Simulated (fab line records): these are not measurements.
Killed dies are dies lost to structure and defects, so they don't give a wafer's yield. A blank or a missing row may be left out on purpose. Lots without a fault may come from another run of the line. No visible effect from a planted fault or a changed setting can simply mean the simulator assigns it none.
Which tool is to blame? :: flow n5Finfet :: 32 wafers from 11 lots sampled at 5 of the route's 1938 steps

WHAT THE GAUGES SHOWED, per wafer
No reading from a measuring or inspecting step in the record can be judged against a usual standard deviation.

TOOL THAT RAN EACH LOT (tool first, then ch and the chambers of the sampled wafers, then the start)
lot: L213
N5_GATE_CUT_CUT_ETCH_55: rieMetal-01 ch 0,1, day 4 16:56
N5_PASSIVATION_PECVD_55: pecvd-03 ch 1,2, day 12 05:01
N5_PASSIVATION_STRIP_14: rieDiel-01 ch 0,2, day 12 05:55
N5_PASSIVATION_ETCH_54: rieDiel-03 ch 1,2,3, day 12 10:11
N5_PASSIVATION_PROBE_49: -

lot: L214
N5_GATE_CUT_CUT_ETCH_55: rieMetal-01 ch 0,1, day 5 00:41
N5_PASSIVATION_PECVD_55: pecvd-04 ch 0,1, day 12 15:56
N5_PASSIVATION_STRIP_14: rieDiel-02 ch 0,1, day 12 17:20
N5_PASSIVATION_ETCH_54: rieDiel-04 ch 0,1,3, day 12 20:49
N5_PASSIVATION_PROBE_49: -

lot: L216
N5_GATE_CUT_CUT_ETCH_55: rieMetal-02 ch 1, day 5 14:26
N5_PASSIVATION_PECVD_55: pecvd-03 ch 0,1,2, day 13 04:13
N5_PASSIVATION_STRIP_14: rieDiel-02 ch 1,2,3, day 13 05:05
N5_PASSIVATION_ETCH_54: rieDiel-03 ch 0,1,3, day 13 10:13
N5_PASSIVATION_PROBE_49: -

lot: L221
N5_GATE_CUT_CUT_ETCH_55: rieMetal-01 ch 0,1, day 6 18:47
N5_PASSIVATION_PECVD_55: pecvd-04 ch 0,2, day 13 23:49
N5_PASSIVATION_STRIP_14: rieDiel-06 ch 0,2, day 14 00:45
N5_PASSIVATION_ETCH_54: rieDiel-05 ch 0,2,3, day 14 04:04
N5_PASSIVATION_PROBE_49: prober-01, day 14 06:54

lot: L225
N5_GATE_CUT_CUT_ETCH_55: rieMetal-02 ch 0,1, day 7 20:29
N5_PASSIVATION_PECVD_55: pecvd-04 ch 0,1,2, day 15 06:21
N5_PASSIVATION_STRIP_14: rieDiel-06 ch 0,1,3, day 15 08:31
N5_PASSIVATION_ETCH_54: rieDiel-05 ch 1,2, day 15 12:01
N5_PASSIVATION_PROBE_49: -

lot: L227
N5_GATE_CUT_CUT_ETCH_55: rieMetal-03 ch 0,1, day 8 05:05
N5_PASSIVATION_PECVD_55: pecvd-04 ch 0,1,2, day 16 04:08
N5_PASSIVATION_STRIP_14: rieDiel-06 ch 0,3, day 16 07:05
N5_PASSIVATION_ETCH_54: rieDiel-05 ch 1,2, day 16 10:50
N5_PASSIVATION_PROBE_49: -

lot: L230
N5_GATE_CUT_CUT_ETCH_55: rieMetal-02 ch 1, day 9 01:06
N5_PASSIVATION_PECVD_55: pecvd-02 ch 0,1,2, day 16 23:10
N5_PASSIVATION_STRIP_14: rieDiel-01 ch 0,1, day 17 00:13
N5_PASSIVATION_ETCH_54: rieDiel-03 ch 1,3, day 17 04:00
N5_PASSIVATION_PROBE_49: -

lot: L231
N5_GATE_CUT_CUT_ETCH_55: rieMetal-03 ch 0,1, day 9 03:34
N5_PASSIVATION_PECVD_55: pecvd-02 ch 1,2, day 16 14:58
N5_PASSIVATION_STRIP_14: rieDiel-01 ch 0,1, day 16 16:07
N5_PASSIVATION_ETCH_54: rieDiel-04 ch 0,1,3, day 16 19:38
N5_PASSIVATION_PROBE_49: -

lot: L232
N5_GATE_CUT_CUT_ETCH_55: rieMetal-02 ch 0,1, day 9 15:49
N5_PASSIVATION_PECVD_55: pecvd-04 ch 0,1,2, day 18 04:10
N5_PASSIVATION_STRIP_14: rieDiel-01 ch 1,2, day 18 10:16
N5_PASSIVATION_ETCH_54: rieDiel-05 ch 0,1,2, day 18 13:36
N5_PASSIVATION_PROBE_49: -

lot: L233
N5_GATE_CUT_CUT_ETCH_55: rieMetal-02 ch 0, day 9 20:59
N5_PASSIVATION_PECVD_55: pecvd-03 ch 1,2, day 18 05:49
N5_PASSIVATION_STRIP_14: rieDiel-06 ch 0,1, day 18 10:29
N5_PASSIVATION_ETCH_54: rieDiel-05 ch 0,1, day 18 14:11
N5_PASSIVATION_PROBE_49: -

lot: L234
N5_GATE_CUT_CUT_ETCH_55: rieMetal-01 ch 0,1, day 10 02:16
N5_PASSIVATION_PECVD_55: pecvd-03 ch 0,1,2, day 17 14:35
N5_PASSIVATION_STRIP_14: rieDiel-01 ch 0,1,3, day 17 17:10
N5_PASSIVATION_ETCH_54: rieDiel-03 ch 0,1,3, day 17 20:32
N5_PASSIVATION_PROBE_49: -
- N5_GATE_CUT_CUT_ETCH_55: etches HfO2 in BCl3, target depth 3.2 nm.
- N5_PASSIVATION_PECVD_55: deposits SiO2 from SiH4/N2O, target thk 400 nm, time 22.5 s.
- N5_PASSIVATION_STRIP_14: strips in O2.
- N5_PASSIVATION_ETCH_54: etches SiO2 in CHF3/O2, target depth 880 nm, time 440 s.
- N5_PASSIVATION_PROBE_49

WHAT THE TOOLS THEMSELVES READ (means of the sampled wafers that have a number; where no wafer has one, the mark that the record gives instead)
N5_GATE_CUT_CUT_ETCH_55.
lot: L213
tool: rieMetal-01
drypumpMotorCurrentA (A): 5.0
oesProductAu (a.u.): 0.73
throttleValvePct (%): 32.9

lot: L214
tool: rieMetal-01
drypumpMotorCurrentA (A): 5.1
oesProductAu (a.u.): 0.68
throttleValvePct (%): 33.3

lot: L216
tool: rieMetal-02
drypumpMotorCurrentA (A): 6.1
oesProductAu (a.u.): 0.60
throttleValvePct (%): 33.7

lot: L221
tool: rieMetal-01
drypumpMotorCurrentA (A): 5.0
oesProductAu (a.u.): 0.72
throttleValvePct (%): 32.9

lot: L225
tool: rieMetal-02
drypumpMotorCurrentA (A): 6.1
oesProductAu (a.u.): 0.71
throttleValvePct (%): 33.3

lot: L227
tool: rieMetal-03
drypumpMotorCurrentA (A): 5.4
oesProductAu (a.u.): 0.81
throttleValvePct (%): 33.9

lot: L230
tool: rieMetal-02
drypumpMotorCurrentA (A): 6.1
oesProductAu (a.u.): 0.59
throttleValvePct (%): 33.7

lot: L231
tool: rieMetal-03
drypumpMotorCurrentA (A): 5.5
oesProductAu (a.u.): 0.84
throttleValvePct (%): 33.9

lot: L232
tool: rieMetal-02
drypumpMotorCurrentA (A): 6.0
oesProductAu (a.u.): 0.81
throttleValvePct (%): 33.0

lot: L233
tool: rieMetal-02
drypumpMotorCurrentA (A): 6.0
oesProductAu (a.u.): 0.91
throttleValvePct (%): 32.6

lot: L234
tool: rieMetal-01
drypumpMotorCurrentA (A): 5.0
oesProductAu (a.u.): 0.83
throttleValvePct (%): 32.8

N5_PASSIVATION_PECVD_55.
lot: L213
tool: pecvd-03
heaterPowerW (W): 572
showerheadPlenumPTorr (Torr): 8.12
throttleValvePct (%): 52.6

lot: L214
tool: pecvd-04
heaterPowerW (W): 666
showerheadPlenumPTorr (Torr): 8.29
throttleValvePct (%): 53.1

lot: L216
tool: pecvd-03
heaterPowerW (W): 660
showerheadPlenumPTorr (Torr): 8.15
throttleValvePct (%): 52.7

lot: L221
tool: pecvd-04
heaterPowerW (W): 569
showerheadPlenumPTorr (Torr): 8.25
throttleValvePct (%): 52.3

lot: L225
tool: pecvd-04
heaterPowerW (W): 550
showerheadPlenumPTorr (Torr): 8.18
throttleValvePct (%): 51.7

lot: L227
tool: pecvd-04
heaterPowerW (W): 540
showerheadPlenumPTorr (Torr): 8.21
throttleValvePct (%): 51.9

lot: L230
tool: pecvd-02
heaterPowerW (W): 591
showerheadPlenumPTorr (Torr): 8.09
throttleValvePct (%): 51.3

lot: L231
tool: pecvd-02
heaterPowerW (W): 666
showerheadPlenumPTorr (Torr): 8.11
throttleValvePct (%): 50.3

lot: L232
tool: pecvd-04
heaterPowerW (W): 531
showerheadPlenumPTorr (Torr): 8.21
throttleValvePct (%): 52.0

lot: L233
tool: pecvd-03
heaterPowerW (W): 633
showerheadPlenumPTorr (Torr): 8.12
throttleValvePct (%): 52.0

lot: L234
tool: pecvd-03
heaterPowerW (W): 608
showerheadPlenumPTorr (Torr): 8.16
throttleValvePct (%): 52.8

N5_PASSIVATION_STRIP_14.
lot: L213
tool: rieDiel-01
drypumpMotorCurrentA (A): 5.5
oesProductAu (a.u.): 0.72
rfVppV (V): 3.4
showerheadPlenumPTorr (Torr): 2.08
throttleValvePct (%): 16.62

lot: L214
tool: rieDiel-02
drypumpMotorCurrentA (A): 5.7
oesProductAu (a.u.): 0.86
rfVppV (V): 4.7
showerheadPlenumPTorr (Torr): 2.15
throttleValvePct (%): 16.68

lot: L216
tool: rieDiel-02
drypumpMotorCurrentA (A): 5.8
oesProductAu (a.u.): 0.80
rfVppV (V): 4.0
showerheadPlenumPTorr (Torr): 2.08
throttleValvePct (%): 16.59

lot: L221
tool: rieDiel-06
drypumpMotorCurrentA (A): 5.7
oesProductAu (a.u.): 0.81
rfVppV (V): 3.7
showerheadPlenumPTorr (Torr): 2.09
throttleValvePct (%): 16.70

lot: L225
tool: rieDiel-06
drypumpMotorCurrentA (A): 5.6
oesProductAu (a.u.): 0.86
rfVppV (V): 3.7
showerheadPlenumPTorr (Torr): 2.08
throttleValvePct (%): 16.46

lot: L227
tool: rieDiel-06
drypumpMotorCurrentA (A): 5.8
oesProductAu (a.u.): 0.83
rfVppV (V): 4.2
showerheadPlenumPTorr (Torr): 2.08
throttleValvePct (%): 16.57

lot: L230
tool: rieDiel-01
drypumpMotorCurrentA (A): 6.1
oesProductAu (a.u.): 0.79
rfVppV (V): 3.9
showerheadPlenumPTorr (Torr): 2.06
throttleValvePct (%): 16.74

lot: L231
tool: rieDiel-01
drypumpMotorCurrentA (A): 6.1
oesProductAu (a.u.): 0.78
rfVppV (V): 3.3
showerheadPlenumPTorr (Torr): 2.06
throttleValvePct (%): 16.72

lot: L232
tool: rieDiel-01
drypumpMotorCurrentA (A): 5.9
oesProductAu (a.u.): 0.72
rfVppV (V): 3.6
showerheadPlenumPTorr (Torr): 2.04
throttleValvePct (%): 16.51

lot: L233
tool: rieDiel-06
drypumpMotorCurrentA (A): 5.7
oesProductAu (a.u.): 0.84
rfVppV (V): 4.1
showerheadPlenumPTorr (Torr): 2.05
throttleValvePct (%): 16.51

lot: L234
tool: rieDiel-01
drypumpMotorCurrentA (A): 5.9
oesProductAu (a.u.): 0.77
rfVppV (V): 3.9
showerheadPlenumPTorr (Torr): 2.12
throttleValvePct (%): 16.80

N5_PASSIVATION_ETCH_54.
lot: L213
tool: rieDiel-03
drypumpMotorCurrentA (A): 5.7
oesProductAu (a.u.): 0.86
rfVppV (V): 517
showerheadPlenumPTorr (Torr): 2.45
throttleValvePct (%): 18.68

lot: L214
tool: rieDiel-04
drypumpMotorCurrentA (A): 6.0
oesProductAu (a.u.): 0.87
rfVppV (V): 523
showerheadPlenumPTorr (Torr): 2.45
throttleValvePct (%): 18.79

lot: L216
tool: rieDiel-03
drypumpMotorCurrentA (A): 5.7
oesProductAu (a.u.): 0.86
rfVppV (V): 524
showerheadPlenumPTorr (Torr): 2.41
throttleValvePct (%): 18.62

lot: L221
tool: rieDiel-05
drypumpMotorCurrentA (A): 5.8
oesProductAu (a.u.): 0.85
rfVppV (V): 525
showerheadPlenumPTorr (Torr): 2.47
throttleValvePct (%): 18.62

lot: L225
tool: rieDiel-05
drypumpMotorCurrentA (A): 5.5
oesProductAu (a.u.): 0.90
rfVppV (V): 531
showerheadPlenumPTorr (Torr): 2.56
throttleValvePct (%): 18.52

lot: L227
tool: rieDiel-05
drypumpMotorCurrentA (A): 5.4
oesProductAu (a.u.): 0.88
rfVppV (V): 531
showerheadPlenumPTorr (Torr): 2.55
throttleValvePct (%): 18.52

lot: L230
tool: rieDiel-03
drypumpMotorCurrentA (A): 5.6
oesProductAu (a.u.): 0.80
rfVppV (V): 512
showerheadPlenumPTorr (Torr): 2.36
throttleValvePct (%): 18.88

lot: L231
tool: rieDiel-04
drypumpMotorCurrentA (A): 6.1
oesProductAu (a.u.): 0.82
rfVppV (V): 521
showerheadPlenumPTorr (Torr): 2.43
throttleValvePct (%): 18.86

lot: L232
tool: rieDiel-05
drypumpMotorCurrentA (A): 5.8
oesProductAu (a.u.): 0.80
rfVppV (V): 527
showerheadPlenumPTorr (Torr): 2.53
throttleValvePct (%): 18.70

lot: L233
tool: rieDiel-05
drypumpMotorCurrentA (A): 6.1
oesProductAu (a.u.): 0.81
rfVppV (V): 534
showerheadPlenumPTorr (Torr): 2.52
throttleValvePct (%): 18.74

lot: L234
tool: rieDiel-03
drypumpMotorCurrentA (A): 5.7
oesProductAu (a.u.): 0.82
rfVppV (V): 522
showerheadPlenumPTorr (Torr): 2.40
throttleValvePct (%): 18.68

N5_PASSIVATION_PROBE_49.
lot: L221
tool: prober-01
defectLimitedYield (%): 89.8
killed_at_M0_to_M3: 23
killed_at_M4_up: 17
killedAtContacts: 15
killedAtFrontEnd: 64
killedAtOther: 2.0
killedDies: 121
killedOpen: 59
killedShort: 25
sort_bin_5_function (%): 6.1
sort_bin_6_memory (%): 3.7
sortNPass: 1059
sortYieldPct (%): 89.8

THE ANSWER, worked out from the rows above alone
Rule: what is usual is taken from the lots themselves. Put in order of their means at a reading, lots are off if they are a third of the lots or fewer, leave a main group of 4 or more, and stand apart from it by a gap of 3 or more times the standard deviation of the main group's means; of several such gaps the widest counts. A main group whose means are all the same, to the digits that the tables above print for the reading, isn't used. A lot without any number at a reading at which 4 lots or more have one is off too. Where the step has rows for the other lots, those lots are counted as sound. First the gauges in route order, then the tools' own readings, where a lot's mean is used as printed above. The first step at which some lot is off is used, and at that step the reading that is off furthest; a lot without a number counts as furthest.
Nothing can be told from this: no lot is off at any reading shown.

WHAT WAS PUT IN BY THE SIMULATOR
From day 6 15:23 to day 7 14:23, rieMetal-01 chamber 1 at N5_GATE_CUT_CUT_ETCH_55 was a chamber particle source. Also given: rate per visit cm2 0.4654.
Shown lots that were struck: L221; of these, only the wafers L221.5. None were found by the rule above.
